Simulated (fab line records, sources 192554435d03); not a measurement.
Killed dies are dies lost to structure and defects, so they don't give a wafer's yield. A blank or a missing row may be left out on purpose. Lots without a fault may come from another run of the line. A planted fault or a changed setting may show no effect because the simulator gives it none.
Which tool did it? | flow n5_finfet | 24 lots, 72 wafers sampled, at 5 steps of a route of 1938

WHAT THE GAUGES READ, wafer by wafer
N5_BEOL_M9_OCD_MEAS_38.
lot  | measured     | on     | trench_depth_nm (nm)
L074 | day 9 20:53  | ocd-01 | 154.8 153.6 154.7
L075 | day 9 21:55  | ocd-02 | 153.5 153.1 152.4
L077 | day 10 00:11 | ocd-01 | 153.7 149.0 149.7
L076 | day 10 02:47 | ocd-01 | 150.8 151.2 150.8
L079 | day 10 23:05 | ocd-02 | 148.7 150.3 149.3
L080 | day 10 23:14 | ocd-02 | 154.0 154.5 153.7
L078 | day 11 01:57 | ocd-02 | 149.0 150.7 148.6
L081 | day 11 08:40 | ocd-02 | 152.6 153.4 155.0
L082 | day 11 13:19 | ocd-02 | 153.1 152.2 152.3
L083 | day 11 13:21 | ocd-01 | 154.9 156.2 155.0
L084 | day 11 22:52 | ocd-02 | 151.6 150.9 153.0
L085 | day 12 10:08 | ocd-01 | 154.7 151.3 154.1
L086 | day 12 16:55 | ocd-02 | 152.0 152.1 153.1
L087 | day 12 23:38 | ocd-01 | 151.5 155.7 152.7
L088 | day 13 08:22 | ocd-02 | 150.1 157.6 150.2
L090 | day 13 08:11 | ocd-02 | 151.9 156.8 155.3
L089 | day 13 17:39 | ocd-01 | 154.0 154.9 153.0
L091 | day 13 17:23 | ocd-02 | 155.1 154.2 148.0
L092 | day 14 05:59 | ocd-02 | 155.7 156.1 156.0
L093 | day 14 16:02 | ocd-02 | 153.6 153.3 155.0
L094 | day 14 19:10 | ocd-01 | 153.2 156.4 149.4
L095 | day 14 19:01 | ocd-02 | 150.6 147.8 147.4
L096 | day 15 06:40 | ocd-01 | 148.3 148.9 148.8
L097 | day 15 11:16 | ocd-02 | 153.1 149.3 150.6

WHICH TOOL RAN EACH LOT (tool, then ch and the chambers of the sampled wafers, then the start)
lot  | N5_BEOL_M8_SPUTTER_48        | N5_BEOL_M9_CURE_71            | N5_BEOL_M9_DESCUM_16               | N5_BEOL_M9_ETCH_61
L074 | pvd_sputter-02, day 9 13:22  | uv_cure-01 ch 1, day 9 14:45  | rie_diel-03 ch 1,2,3, day 9 19:18  | rie_diel-03 ch 1,2,3, day 9 19:20
L075 | pvd_sputter-01, day 9 14:20  | uv_cure-02 ch 0, day 9 15:43  | rie_diel-05 ch 0,1,3, day 9 19:56  | rie_diel-05 ch 0,1,3, day 9 19:58
L077 | pvd_sputter-03, day 9 14:34  | uv_cure-01 ch 2, day 9 16:04  | rie_diel-01 ch 1,3, day 9 20:08    | rie_diel-01 ch 1,3, day 9 20:10
L076 | pvd_sputter-01, day 9 21:47  | uv_cure-01 ch 2, day 9 22:59  | rie_diel-05 ch 0,2,3, day 10 01:25 | rie_diel-05 ch 0,2,3, day 10 01:27
L079 | pvd_sputter-03, day 10 18:11 | uv_cure-02 ch 1, day 10 19:27 | rie_diel-03 ch 0,2,3, day 10 21:35 | rie_diel-03 ch 0,2,3, day 10 21:37
L080 | pvd_sputter-03, day 10 18:22 | uv_cure-03 ch 0, day 10 19:38 | rie_diel-01 ch 0,2,3, day 10 21:37 | rie_diel-01 ch 0,2,3, day 10 21:38
L078 | pvd_sputter-01, day 10 21:40 | uv_cure-03 ch 1, day 10 22:59 | rie_diel-05 ch 0,2,3, day 11 00:26 | rie_diel-05 ch 0,2,3, day 11 00:28
L081 | pvd_sputter-02, day 11 02:04 | uv_cure-02 ch 0, day 11 03:14 | rie_diel-03 ch 0,1,2, day 11 07:02 | rie_diel-03 ch 0,1,2, day 11 07:04
L082 | pvd_sputter-01, day 11 07:56 | uv_cure-01 ch 2, day 11 09:00 | rie_diel-05 ch 0,3, day 11 11:47   | rie_diel-05 ch 0,3, day 11 11:49
L083 | pvd_sputter-02, day 11 08:02 | uv_cure-02 ch 2, day 11 09:18 | rie_diel-03 ch 0,3, day 11 11:59   | rie_diel-03 ch 0,3, day 11 12:01
L084 | pvd_sputter-02, day 11 18:15 | uv_cure-01 ch 0, day 11 19:29 | rie_diel-01 ch 0,2,3, day 11 21:10 | rie_diel-01 ch 0,2,3, day 11 21:12
L085 | pvd_sputter-03, day 12 04:16 | uv_cure-01 ch 2, day 12 05:28 | rie_diel-03 ch 1,3, day 12 08:49   | rie_diel-03 ch 1,3, day 12 08:50
L086 | pvd_sputter-02, day 12 10:37 | uv_cure-01 ch 2, day 12 12:22 | rie_diel-03 ch 2,3, day 12 14:26   | rie_diel-03 ch 2,3, day 12 14:29
L087 | pvd_sputter-03, day 12 18:58 | uv_cure-03 ch 2, day 12 20:38 | rie_diel-03 ch 0,1,3, day 12 22:03 | rie_diel-03 ch 0,1,3, day 12 22:05
L088 | pvd_sputter-03, day 13 01:07 | uv_cure-03 ch 2, day 13 02:44 | rie_diel-01 ch 1,2,3, day 13 05:14 | rie_diel-01 ch 1,2,3, day 13 05:16
L090 | pvd_sputter-03, day 13 01:47 | uv_cure-02 ch 1, day 13 03:02 | rie_diel-03 ch 0,3, day 13 05:16   | rie_diel-03 ch 0,3, day 13 05:18
L089 | pvd_sputter-02, day 13 09:44 | uv_cure-01 ch 2, day 13 11:10 | rie_diel-01 ch 0,3, day 13 14:20   | rie_diel-01 ch 0,3, day 13 14:22
L091 | pvd_sputter-02, day 13 10:18 | uv_cure-03 ch 1, day 13 12:03 | rie_diel-05 ch 0,1, day 13 14:24   | rie_diel-05 ch 0,1, day 13 14:26
L092 | pvd_sputter-01, day 13 21:30 | uv_cure-01 ch 1, day 13 22:36 | rie_diel-01 ch 0,1,2, day 14 01:06 | rie_diel-01 ch 0,1,2, day 14 01:08
L093 | pvd_sputter-02, day 14 07:42 | uv_cure-01 ch 0, day 14 09:44 | rie_diel-03 ch 0,1,3, day 14 12:53 | rie_diel-03 ch 0,1,3, day 14 12:55
L094 | pvd_sputter-01, day 14 12:16 | uv_cure-02 ch 0, day 14 13:26 | rie_diel-03 ch 0,1,2, day 14 16:52 | rie_diel-03 ch 0,1,2, day 14 16:55
L095 | pvd_sputter-01, day 14 13:33 | uv_cure-03 ch 0, day 14 14:55 | rie_diel-03 ch 0,1,3, day 14 17:23 | rie_diel-03 ch 0,1,3, day 14 17:25
L096 | pvd_sputter-03, day 15 01:08 | uv_cure-02 ch 1, day 15 03:07 | rie_diel-05 ch 0,2, day 15 05:05   | rie_diel-05 ch 0,2, day 15 05:08
L097 | pvd_sputter-02, day 15 05:23 | uv_cure-01 ch 0, day 15 06:42 | rie_diel-03 ch 1,3, day 15 09:46   | rie_diel-03 ch 1,3, day 15 09:48
- N5_BEOL_M8_SPUTTER_48: material Cu, target thk 10 nm, time 1.667 s.
- N5_BEOL_M9_CURE_71: cures SiCOH lowk, time 240 s.
- N5_BEOL_M9_DESCUM_16: chemistry O2, time 7.9 s.
- N5_BEOL_M9_ETCH_61: etches SiARC in CF4, target depth 39 nm, time 65 s.

WHAT THE TOOLS THEMSELVES READ (means of the sampled wafers that have a number; where no wafer has one, the mark that the record gives instead)
N5_BEOL_M8_SPUTTER_48.
lot  | tool           | throttle_valve_pct (%)
L074 | pvd_sputter-02 | 28.7
L075 | pvd_sputter-01 | 30.2
L077 | pvd_sputter-03 | 30.6
L076 | pvd_sputter-01 | 30.3
L079 | pvd_sputter-03 | 30.7
L080 | pvd_sputter-03 | 31.1
L078 | pvd_sputter-01 | 30.3
L081 | pvd_sputter-02 | 29.8
L082 | pvd_sputter-01 | 30.2
L083 | pvd_sputter-02 | 29.1
L084 | pvd_sputter-02 | 29.8
L085 | pvd_sputter-03 | 32.0
L086 | pvd_sputter-02 | 29.0
L087 | pvd_sputter-03 | 29.1
L088 | pvd_sputter-03 | 30.7
L090 | pvd_sputter-03 | 30.8
L089 | pvd_sputter-02 | 28.9
L091 | pvd_sputter-02 | 28.5
L092 | pvd_sputter-01 | 29.6
L093 | pvd_sputter-02 | 29.7
L094 | pvd_sputter-01 | 30.2
L095 | pvd_sputter-01 | 29.2
L096 | pvd_sputter-03 | 31.0
L097 | pvd_sputter-02 | 28.4

N5_BEOL_M9_CURE_71.
lot  | tool       | lamp_power_pct (%) | wafer_temp_C_max
L074 | uv_cure-01 | 52.34              | 387.0
L075 | uv_cure-02 | 52.30              | 386.7
L077 | uv_cure-01 | 52.35              | 386.9
L076 | uv_cure-01 | 52.30              | 387.2
L079 | uv_cure-02 | 52.29              | 388.2
L080 | uv_cure-03 | 52.28              | 386.8
L078 | uv_cure-03 | 52.36              | 385.9
L081 | uv_cure-02 | 52.32              | 386.5
L082 | uv_cure-01 | 52.30              | 386.7
L083 | uv_cure-02 | 52.34              | 387.3
L084 | uv_cure-01 | 52.27              | 386.3
L085 | uv_cure-01 | 52.33              | 386.8
L086 | uv_cure-01 | 52.31              | 386.4
L087 | uv_cure-03 | 52.32              | 386.6
L088 | uv_cure-03 | 52.33              | 386.5
L090 | uv_cure-02 | 52.32              | 387.7
L089 | uv_cure-01 | 52.27              | 386.7
L091 | uv_cure-03 | 52.28              | 386.2
L092 | uv_cure-01 | 52.36              | 386.9
L093 | uv_cure-01 | 52.34              | 385.9
L094 | uv_cure-02 | 52.30              | 386.8
L095 | uv_cure-03 | 52.29              | 386.9
L096 | uv_cure-02 | 52.31              | 387.5
L097 | uv_cure-01 | 52.28              | 386.6

N5_BEOL_M9_DESCUM_16.
lot  | tool        | drypump_motor_current_A (A) | oes_product_au (a.u.) | rf_vpp_V (V) | showerhead_plenum_p_Torr (Torr) | throttle_valve_pct (%)
L074 | rie_diel-03 | 5.3                         | 0.75                  | 242.4        | 2.09                            | 20.28
L075 | rie_diel-05 | 5.8                         | 0.87                  | 242.7        | 2.03                            | 20.32
L077 | rie_diel-01 | 5.2                         | 0.94                  | 244.7        | 2.17                            | 20.07
L076 | rie_diel-05 | 5.9                         | 0.78                  | 242.3        | 2.01                            | 20.41
L079 | rie_diel-03 | 5.2                         | 0.73                  | 243.0        | 2.09                            | 20.34
L080 | rie_diel-01 | 5.8                         | 0.88                  | 243.4        | 2.15                            | 20.35
L078 | rie_diel-05 | 5.9                         | 0.77                  | 241.6        | 2.01                            | 20.42
L081 | rie_diel-03 | 5.3                         | 0.71                  | 244.0        | 2.17                            | 20.39
L082 | rie_diel-05 | 6.1                         | 0.77                  | 241.8        | 2.00                            | 20.34
L083 | rie_diel-03 | 5.3                         | 0.73                  | 242.3        | 2.00                            | 20.31
L084 | rie_diel-01 | 5.8                         | 0.87                  | 244.2        | 2.14                            | 20.36
L085 | rie_diel-03 | 5.3                         | 0.73                  | 242.0        | 2.00                            | 20.27
L086 | rie_diel-03 | 5.1                         | 0.73                  | 243.0        | 2.09                            | 20.33
L087 | rie_diel-03 | 5.4                         | 0.82                  | 242.7        | 2.08                            | 20.24
L088 | rie_diel-01 | 5.7                         | 0.82                  | 243.8        | 2.16                            | 20.36
L090 | rie_diel-03 | 5.3                         | 0.90                  | 241.8        | 2.07                            | 20.15
L089 | rie_diel-01 | 5.6                         | 0.91                  | 244.7        | 2.14                            | 20.25
L091 | rie_diel-05 | 5.6                         | 0.88                  | 242.5        | 2.04                            | 20.34
L092 | rie_diel-01 | 6.1                         | 0.83                  | 244.1        | 2.17                            | 20.47
L093 | rie_diel-03 | 5.4                         | 0.79                  | 242.9        | 2.07                            | 20.25
L094 | rie_diel-03 | 5.4                         | 0.79                  | 244.5        | 2.16                            | 20.30
L095 | rie_diel-03 | 5.4                         | 0.78                  | 242.7        | 2.07                            | 20.25
L096 | rie_diel-05 | 5.2                         | 0.77                  | 241.9        | 2.01                            | 20.39
L097 | rie_diel-03 | 5.3                         | 0.72                  | 242.2        | 2.08                            | 20.35

N5_BEOL_M9_ETCH_61.
lot  | tool        | drypump_motor_current_A (A) | etch_rf_on_time_s (s) | oes_product_au (a.u.) | rf_vpp_V (V) | showerhead_plenum_p_Torr (Torr) | throttle_valve_pct (%)
L074 | rie_diel-03 | 5.2                         | 65.3                  | 0.64                  | 183.8        | 2.14                            | 15.50
L075 | rie_diel-05 | 5.8                         | 63.7                  | 0.74                  | 183.9        | 2.08                            | 15.51
L077 | rie_diel-01 | 5.2                         | 62.6                  | 0.81                  | 185.7        | 2.22                            | 15.26
L076 | rie_diel-05 | 5.9                         | 64.7                  | 0.66                  | 182.7        | 2.06                            | 15.61
L079 | rie_diel-03 | 5.2                         | 65.8                  | 0.62                  | 183.7        | 2.13                            | 15.56
L080 | rie_diel-01 | 5.7                         | 63.4                  | 0.76                  | 185.0        | 2.20                            | 15.52
L078 | rie_diel-05 | 5.9                         | 65.1                  | 0.66                  | 182.6        | 2.06                            | 15.63
L081 | rie_diel-03 | 5.3                         | 65.3                  | 0.61                  | 184.2        | 2.21                            | 15.57
L082 | rie_diel-05 | 6.1                         | 65.0                  | 0.67                  | 182.8        | 2.07                            | 15.61
L083 | rie_diel-03 | 5.3                         | 65.4                  | 0.62                  | 183.0        | 2.05                            | 15.55
L084 | rie_diel-01 | 5.8                         | 62.6                  | 0.75                  | 184.3        | 2.19                            | 15.53
L085 | rie_diel-03 | 5.3                         | 65.0                  | 0.63                  | 183.1        | 2.05                            | 15.53
L086 | rie_diel-03 | 5.2                         | 65.4                  | 0.62                  | 183.8        | 2.13                            | 15.56
L087 | rie_diel-03 | 5.3                         | 64.7                  | 0.69                  | 183.7        | 2.12                            | 15.42
L088 | rie_diel-01 | 5.7                         | 63.6                  | 0.70                  | 184.5        | 2.21                            | 15.56
L090 | rie_diel-03 | 5.3                         | 63.3                  | 0.77                  | 183.7        | 2.12                            | 15.30
L089 | rie_diel-01 | 5.6                         | 62.9                  | 0.79                  | 184.3        | 2.18                            | 15.37
L091 | rie_diel-05 | 5.6                         | 63.6                  | 0.75                  | 182.7        | 2.09                            | 15.48
L092 | rie_diel-01 | 6.1                         | 64.0                  | 0.71                  | 184.4        | 2.21                            | 15.62
L093 | rie_diel-03 | 5.4                         | 64.2                  | 0.68                  | 183.5        | 2.12                            | 15.44
L094 | rie_diel-03 | 5.3                         | 64.9                  | 0.67                  | 185.1        | 2.20                            | 15.46
L095 | rie_diel-03 | 5.3                         | 64.8                  | 0.68                  | 183.5        | 2.12                            | 15.45
L096 | rie_diel-05 | 5.2                         | 64.4                  | 0.65                  | 183.4        | 2.06                            | 15.59
L097 | rie_diel-03 | 5.4                         | 65.4                  | 0.61                  | 183.5        | 2.12                            | 15.60

THE ANSWER, worked out from the rows above alone
Rule: what is usual is taken from the lots themselves. Put in order of their means at a reading, lots are off if they are a third of the lots or fewer, leave a main group of 4 or more, and stand apart from it by a gap of 3 or more times the standard deviation of the main group's means; of several such gaps the widest counts. A main group whose means are all the same, to the digits that the tables above print for the reading, isn't used. A lot without any number at a reading at which 4 lots or more have one is off too. The other lots that the step has rows for count as sound. The gauges are gone through in route order, then the tools' own readings, and for those a lot's mean is taken as printed above. The first step at which some lot is off is used, and at that step the reading that is off furthest; a lot without a number counts as furthest.
No lot is off at any reading shown: from this, nothing can be told.

WHAT THE SIMULATOR HAD PUT IN
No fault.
